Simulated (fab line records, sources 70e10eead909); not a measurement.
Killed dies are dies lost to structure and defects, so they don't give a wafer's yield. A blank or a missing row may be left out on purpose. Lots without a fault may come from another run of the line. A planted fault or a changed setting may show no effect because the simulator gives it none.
Which tool did it? | flow nand_harc | 13 lots, 37 wafers sampled, at 5 steps of a route of 1159

WHAT THE GAUGES READ, wafer by wafer
NHARC_END_SORT_01. Usual: killed_at_array 29, standard deviation 11; killed_at_other 0.7, standard deviation 1.1; killed_at_periphery 2.9, standard deviation 2.2; killed_dies 33, standard deviation 11; killed_open 3.1, standard deviation 1.8; killed_short 1.9, standard deviation 1.4.
lot  | measured     | on        | killed_at_array | killed_at_other | killed_at_periphery | killed_dies | killed_open | killed_short | flag
L761 | day 22 13:22 | prober-02 | 15 12 15        | 0 4 0           | 1 4 2               | 16 20 17    | 1 3 1       | 0 1 0        |
L763 | day 23 08:32 | prober-01 | 46 673          | 0 0             | 0 3                 | 46 676      | 1 4         | 1 2          | OFF
L764 | day 23 06:09 | prober-02 | 671 25          | 2 1             | 3 2                 | 676 28      | 1 3         | 5 1          | OFF

WHICH TOOL RAN EACH LOT (tool, then ch and the chambers of the sampled wafers, then the start)
lot  | NHARC_A_STAIRCASE_ETCH_169         | NHARC_A_STAIRCASE_STRIP_171          | NHARC_A_STAIRCASE_ETCH_13                     | NHARC_A_STAIRCASE_ETCH_19
L747 | rie_diel-11 ch 0,2,3, day 11 03:14 | plasma_asher-01 ch 0,1, day 11 03:30 | rie_diel-10 ch 1,2,3, day 11 07:22 or earlier | rie_diel-10 ch 0,2,3, day 11 07:22
L749 | rie_diel-10 ch 0,1,3, day 11 03:25 | plasma_asher-01 ch 0,1, day 11 03:44 | rie_diel-11 ch 1,2,3, day 11 08:43 or earlier | rie_diel-11 ch 1,2,3, day 11 08:43
L748 | rie_diel-10 ch 0,2,3, day 11 03:34 | plasma_asher-01 ch 0,1, day 11 04:01 | rie_diel-11 ch 1,2,3, day 11 09:12 or earlier | rie_diel-11 ch 1,2,3, day 11 09:12
L751 | rie_diel-10 ch 1,2,3, day 11 09:37 | plasma_asher-01 ch 1, day 11 09:54   | rie_diel-09 ch 0,2,3, day 11 12:32 or earlier | rie_diel-09 ch 0,2, day 11 12:32
L750 | rie_diel-10 ch 1,2, day 11 19:32   | plasma_asher-02 ch 0,1, day 11 20:10 | rie_diel-11 ch 0,1,3, day 11 22:49 or earlier | rie_diel-11 ch 0,3, day 11 22:49
L753 | rie_diel-10 ch 0,2,3, day 12 06:30 | plasma_asher-02 ch 0,1, day 12 06:49 | rie_diel-09 ch 0,2,3, day 12 09:13 or earlier | rie_diel-09 ch 0,1,2, day 12 09:13
L756 | rie_diel-09 ch 0,1, day 12 23:54   | plasma_asher-01 ch 1, day 13 00:09   | rie_diel-11 ch 1,3, day 13 02:35 or earlier   | rie_diel-11 ch 0,2,3, day 13 02:35
L760 | rie_diel-09 ch 0,2,3, day 14 01:10 | plasma_asher-01 ch 0,1, day 14 01:25 | rie_diel-10 ch 1,2,3, day 14 05:52 or earlier | rie_diel-10 ch 0,1,2, day 14 05:52
L759 | rie_diel-11 ch 0,1,2, day 14 04:40 | plasma_asher-02 ch 0,1, day 14 04:53 | rie_diel-09 ch 0,1, day 14 07:30 or earlier   | rie_diel-09 ch 1,2, day 14 07:30
L761 | rie_diel-09 ch 1,2, day 14 13:35   | plasma_asher-02 ch 0,1, day 14 13:50 | rie_diel-11 ch 0,3, day 14 16:29 or earlier   | rie_diel-11 ch 0,3, day 14 16:29
L762 | rie_diel-10 ch 0,2, day 14 13:55   | plasma_asher-01 ch 0,1, day 14 14:11 | rie_diel-09 ch 2,3, day 14 16:39 or earlier   | rie_diel-09 ch 1,3, day 14 16:39
L763 | rie_diel-09 ch 0,1, day 14 18:44   | plasma_asher-01 ch 0, day 14 19:02   | rie_diel-09 ch 0,3, day 14 21:28 or earlier   | rie_diel-09 ch 2, day 14 21:28
L764 | rie_diel-10 ch 1,2, day 14 19:00   | plasma_asher-02 ch 0,1, day 14 19:13 | rie_diel-09 ch 1,2, day 14 21:39 or earlier   | rie_diel-09 ch 1,3, day 14 21:39
- NHARC_A_STAIRCASE_ETCH_169: etches the open film in CH3F/O2, target depth 50 nm, time 107.1 s.
- NHARC_A_STAIRCASE_STRIP_171: strips in O2.
- NHARC_A_STAIRCASE_ETCH_13: etches the open film in C4F8/O2, target depth 100 nm, time 40.5 s.
- NHARC_A_STAIRCASE_ETCH_19: etches the open film in C4F8/O2, target depth 100 nm, time 40.5 s.

WHAT THE TOOLS THEMSELVES READ (means of the sampled wafers that have a number; where no wafer has one, the mark that the record gives instead)
NHARC_A_STAIRCASE_ETCH_169. Usual: drypump_motor_current_A 5.5 A, standard deviation 0.45; oes_product_au 0.947 a.u., standard deviation 0.022; rf_vpp_V 244.4 V, standard deviation 1.7; showerhead_plenum_p_Torr 2.46 Torr, standard deviation 0.11; throttle_valve_pct 20.663 %, standard deviation 0.0087.
lot  | tool        | drypump_motor_current_A (A) | oes_product_au (a.u.) | rf_vpp_V (V) | showerhead_plenum_p_Torr (Torr) | throttle_valve_pct (%) | flag
L747 | rie_diel-11 | 6.0                         | 0.958                 | 246.1        | 2.61                            | 20.657                 |
L749 | rie_diel-10 | 5.5                         | 0.969                 | 242.9        | 2.44                            | 20.663                 |
L748 | rie_diel-10 | 5.6                         | 0.957                 | 243.8        | 2.39                            | 20.662                 |
L751 | rie_diel-10 | 5.5                         | 0.934                 | 243.6        | 2.42                            | 20.663                 |
L750 | rie_diel-10 | 5.2                         | 0.920                 | 245.0        | 2.45                            | 20.661                 |
L753 | rie_diel-10 | 5.6                         | 0.952                 | 243.2        | 2.39                            | 20.661                 |
L756 | rie_diel-09 | 5.2                         | 0.928                 | 244.3        | 2.46                            | 20.674                 |
L760 | rie_diel-09 | 5.5                         | 0.955                 | 243.8        | 2.39                            | 20.670                 |
L759 | rie_diel-11 | 6.1                         | 0.940                 | 245.2        | 2.54                            | 20.664                 |
L761 | rie_diel-09 | 5.3                         | 0.952                 | 245.2        | 2.48                            | 20.654                 |
L762 | rie_diel-10 | 5.3                         | 0.924                 | 244.3        | 2.44                            | 20.658                 |
L763 | rie_diel-09 | 5.1                         | 0.965                 | 244.3        | 2.47                            | 20.668                 |
L764 | rie_diel-10 | 5.2                         | 0.990                 | 244.4        | 2.46                            | 20.660                 |

NHARC_A_STAIRCASE_STRIP_171. Usual: drypump_motor_current_A 5.6 A, standard deviation 0.43; heater_power_w 306 W, standard deviation 42.
lot  | tool            | drypump_motor_current_A (A) | heater_power_w (W) | flag
L747 | plasma_asher-01 | 5.8                         | 335                |
L749 | plasma_asher-01 | 5.8                         | 330                |
L748 | plasma_asher-01 | 5.4                         | 300                |
L751 | plasma_asher-01 | 6.1                         | 375                |
L750 | plasma_asher-02 | 5.4                         | 297                |
L753 | plasma_asher-02 | 5.5                         | 297                |
L756 | plasma_asher-01 | 6.2                         | 363                |
L760 | plasma_asher-01 | 5.8                         | 322                |
L759 | plasma_asher-02 | 5.7                         | 302                |
L761 | plasma_asher-02 | 5.4                         | 298                |
L762 | plasma_asher-01 | 5.4                         | 289                |
L763 | plasma_asher-01 | 5.1                         | 250                |
L764 | plasma_asher-02 | 5.5                         | 296                |

NHARC_A_STAIRCASE_ETCH_13. Usual: oes_product_au 0.937 a.u., standard deviation 0.015; rf_vpp_V 896 V, standard deviation 5.9.
lot  | tool        | oes_product_au (a.u.) | rf_vpp_V (V) | flag
L747 | rie_diel-10 | 0.937                 | 894          |
L749 | rie_diel-11 | 0.936                 | 898          |
L748 | rie_diel-11 | 0.924                 | 899          |
L751 | rie_diel-09 | 0.922                 | 893          |
L750 | rie_diel-11 | 0.926                 | 899          |
L753 | rie_diel-09 | 0.970                 | 892          |
L756 | rie_diel-11 | 0.938                 | 892          |
L760 | rie_diel-10 | 0.924                 | 893          |
L759 | rie_diel-09 | 0.936                 | 896          |
L761 | rie_diel-11 | 0.929                 | 904          |
L762 | rie_diel-09 | 0.961                 | 892          |
L763 | rie_diel-09 | 0.927                 | 891          |
L764 | rie_diel-09 | 0.946                 | 898          |

NHARC_A_STAIRCASE_ETCH_19. Usual: oes_product_au 0.942 a.u., standard deviation 0.011; rf_vpp_V 897 V, standard deviation 5.8.
lot  | tool        | oes_product_au (a.u.) | rf_vpp_V (V) | flag
L747 | rie_diel-10 | 0.946                 | 892          |
L749 | rie_diel-11 | 0.938                 | 898          |
L748 | rie_diel-11 | 0.938                 | 900          |
L751 | rie_diel-09 | 0.938                 | 896          |
L750 | rie_diel-11 | 0.927                 | 904          |
L753 | rie_diel-09 | 0.947                 | 897          |
L756 | rie_diel-11 | 0.941                 | 903          |
L760 | rie_diel-10 | 0.954                 | 896          |
L759 | rie_diel-09 | 0.951                 | 897          |
L761 | rie_diel-11 | 0.945                 | 902          |
L762 | rie_diel-09 | 0.938                 | 897          |
L763 | rie_diel-09 | 1.040                 | 895          | OFF
L764 | rie_diel-09 | 1.036                 | 894          | OFF

THE ANSWER, worked out from the rows above alone
Rule: a lot is off if the mean of its wafers that have a number lies more than 3 standard deviations from the usual mean. A lot without any number at a reading at which 4 lots or more have one is off too. The other lots that the step has rows for count as sound. The gauges are gone through in route order, then the tools' own readings, and for those a lot's mean is taken as printed above. The first step at which some lot is off is used, and at that step the reading that is off furthest; a lot without a number counts as furthest.
Off: L763, L764, at NHARC_END_SORT_01 (killed_at_array). Neither off nor sound, because the step has no rows for them: L747, L749, L748, L751, L750, L753, L756, L760, L759, L762.
A tool fits if, at a process step before that reading, it ran every lot that is off, and no sound lot after the first of them. The gauges at NHARC_END_SORT_01 aren't tried: what is off there is off at NHARC_A_STAIRCASE_ETCH_19 too, on other tools, and a gauge's error can't cause that. NHARC_A_STAIRCASE_ETCH_13 gives no start for some lots, so the hours and the order of its lots are those of NHARC_A_STAIRCASE_ETCH_19. One fits: rie_diel-09 at NHARC_A_STAIRCASE_ETCH_13 and NHARC_A_STAIRCASE_ETCH_19. It ran no sound lot before its first lot that is off in this sample, so the start can't be narrowed down.

WHAT THE SIMULATOR HAD PUT IN
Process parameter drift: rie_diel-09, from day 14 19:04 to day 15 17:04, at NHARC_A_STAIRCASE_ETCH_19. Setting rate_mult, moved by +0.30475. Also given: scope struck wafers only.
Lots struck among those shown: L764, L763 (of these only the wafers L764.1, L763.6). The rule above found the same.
